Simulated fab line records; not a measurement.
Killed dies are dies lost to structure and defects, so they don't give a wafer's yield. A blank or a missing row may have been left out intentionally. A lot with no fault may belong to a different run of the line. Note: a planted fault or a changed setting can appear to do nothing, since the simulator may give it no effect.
Matching of chambers | flow n5_finfet | N5_MOL_CONTACT_COAG_ETCH_106 on rie_diel-05: 4 sister chambers
The step etches SOC in N2/H2, target depth 80 nm, overetch 16 nm, time 120 s. 33 wafers are shown with their chamber, then 12 later ones without.

== WAFERS PAIRED WITH THEIR CHAMBERS ==
wafer  | chamber | drypump_motor_current_A (A) | showerhead_plenum_p_Torr (Torr) | throttle_valve_pct (%)
L075.2 | 2       | 5.8                         | 2.49                            | 17.76
L075.3 | 0       | 5.7                         | 2.60                            | 17.55
L075.5 | 3       | 6.3                         | 2.64                            | 18.03
L076.1 | 1       | 5.9                         | 2.48                            | 17.76
L076.2 | 2       | 5.8                         | 2.49                            | 17.77
L076.4 | 0       | 5.7                         | 2.60                            | 17.55
L080.2 | 0       | 5.8                         | 2.59                            | 17.58
L080.4 | 3       | 6.3                         | 2.64                            | 18.04
L080.5 | 0       | 5.8                         | 2.59                            | 17.57
L081.2 | 0       | 5.7                         | 2.59                            | 17.57
L081.5 | 1       | 5.9                         | 2.47                            | 17.80
L081.6 | 2       | 5.8                         | 2.48                            | 17.80
L082.1 | 0       | 5.7                         | 2.59                            | 17.56
L082.2 | 2       | 5.8                         | 2.48                            | 17.81
L082.6 | 2       | 5.8                         | 2.48                            | 17.81
L083.4 | 1       | 5.9                         | 2.47                            | 17.79
L083.5 | 0       | 5.7                         | 2.59                            | 17.58
L083.6 | 3       | 6.3                         | 2.63                            | 18.06
L084.2 | 2       | 5.8                         | 2.48                            | 17.81
L084.4 | 1       | 5.9                         | 2.47                            | 17.81
L084.6 | 0       | 5.7                         | 2.59                            | 17.60
L087.1 | 1       | 5.9                         | 2.47                            | 17.83
L087.2 | 3       | 6.3                         | 2.63                            | 18.09
L087.3 | 0       | 5.7                         | 2.59                            | 17.59
L087.4 | 2       | 5.8                         | 2.48                            | 17.83
L087.5 | 0       | 5.8                         | 2.59                            | 17.58
L087.6 | 1       | 5.9                         | 2.47                            | 17.81
L089.4 | 1       | 5.9                         | 2.47                            | 17.83
L089.5 | 2       | 5.8                         | 2.48                            | 17.83
L089.6 | 3       | 6.3                         | 2.63                            | 18.08
L090.1 | 2       | 5.8                         | 2.47                            | 17.83
L090.2 | 1       | 5.9                         | 2.47                            | 17.84
L090.3 | 3       | 6.3                         | 2.62                            | 18.09

SIGNATURES, as means of the wafers listed above
reading                  | chamber 0 | chamber 1 | chamber 2 | chamber 3 | scatter within a chamber
drypump_motor_current_A  | 5.730     | 5.900     | 5.800     | 6.300     | 0.0269
showerhead_plenum_p_Torr | 2.5920    | 2.4713    | 2.4811    | 2.6317    | 0.00532
throttle_valve_pct       | 17.5730   | 17.8087   | 17.8056   | 18.0650   | 0.0232
Rule: for each reading, subtract the chamber's mean from the wafer's reading, divide by that reading's scatter and square the result; add these up over the readings and take the root, which gives the wafer's distance from the chamber. The wafer belongs to the nearest chamber; if the next one is less than 2 further off, it can't be placed. How the scatter is found: for the shown wafers, subtract from each reading the mean of its chamber, square and add these, divide the total by (wafers less chambers), then take the root.

== WAFERS WITH NO CHAMBER GIVEN ==
wafer  | drypump_motor_current_A (A) | showerhead_plenum_p_Torr (Torr) | throttle_valve_pct (%)
L090.4 | 5.7                         | 2.58                            | 17.62
L090.5 | 5.9                         | 2.47                            | 17.83
L090.6 | 5.8                         | 2.47                            | 17.84
L091.1 | 5.8                         | 2.47                            | 17.85
L091.3 | 6.3                         | 2.62                            | 18.12
L091.6 | 5.7                         | 2.58                            | 17.60
L093.1 | 5.8                         | 2.58                            | 17.63
L093.4 | 5.9                         | 2.46                            | 17.83
L093.6 | 5.8                         | 2.47                            | 17.86
L096.3 | 6.3                         | 2.62                            | 17.72
L096.4 | 5.7                         | 2.58                            | 17.62
L096.6 | 5.8                         | 2.47                            | 17.87

== THE CHAMBER EACH PASSED THROUGH ==
wafer  | from the rows above     | in truth
L090.4 | 0                       | 0
L090.5 | 1                       | 1
L090.6 | can't be placed: 2 or 1 | 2
L091.1 | can't be placed: 2 or 1 | 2
L091.3 | 3                       | 3
L091.6 | 0                       | 0
L093.1 | 0                       | 0
L093.4 | 1                       | 1
L093.6 | can't be placed: 2 or 1 | 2
L096.3 | 3                       | 3
L096.4 | 0                       | 0
L096.6 | can't be placed: 2 or 1 | 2
Placed correctly: 8 of 12. Cannot be placed on the basis of these rows: 4; the candidates contain the true chamber in 4. Wrongly placed: 0.
